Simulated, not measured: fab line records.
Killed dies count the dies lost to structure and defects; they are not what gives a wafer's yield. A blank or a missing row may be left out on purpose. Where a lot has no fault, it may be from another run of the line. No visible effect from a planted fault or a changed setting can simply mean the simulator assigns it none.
Which tool did it? ; flow n5-finfet ; 36 wafers sampled from 12 lots at 1 step of a route of 1938

WHAT THE GAUGES SHOWED, per wafer
N5_ZERO_LAYER_CD_MEAS_11: target cd 2000 nm.
lot;measured;on;cd-nm (nm)
L075;day 1 18:38;cd-sem-02;1996.8 1996.7 1996.9
L077;day 2 06:46;cd-sem-02;1998.0 1999.5 1998.7
L079;day 2 18:46;cd-sem-02;1999.9 2001.3 2002.5
L081;day 3 06:46;cd-sem-03;1999.5 1998.4 1999.6
L083;day 3 18:38;cd-sem-01;1999.0 1998.7 1999.0
L085;day 4 06:50;cd-sem-01;1998.3 1997.0 1996.8
L087;day 4 18:47;cd-sem-02;2001.4 2000.3 2002.7
L089;day 5 06:38;cd-sem-02;2001.7 2003.0 2002.3
L091;day 5 18:46;cd-sem-01;2000.4 1998.8 2000.8
L093;day 6 06:38;cd-sem-02;2000.4 2001.5 1999.6
L095;day 6 18:46;cd-sem-03;2002.1 2001.4 1999.5
L097;day 7 06:46;cd-sem-03;2000.2 2000.8 1997.8

EACH LOT AND THE TOOL THAT RAN IT (in order: tool; ch and the chambers of the sampled wafers; start)
No process step before these readings appears in the record.

THE ANSWER, worked out from the rows above alone
Rule: the usual values come from the lots themselves. The widest of any qualifying gaps counts: lots, ordered by their means at a reading, are off when they make up no more than a third of the lots, leave a main group of 4 or more, and stand apart from it by 3 or more times the standard deviation of that group's means. A main group is skipped when, at the precision printed for the reading in the tables above, its means are all equal. Also off: a lot with no number at a reading for which 4 or more lots have one. The other lots that the step has rows for count as sound.
No lot is off at any reading shown: from this, nothing can be told.

WHAT THE SIMULATOR HAD INSERTED
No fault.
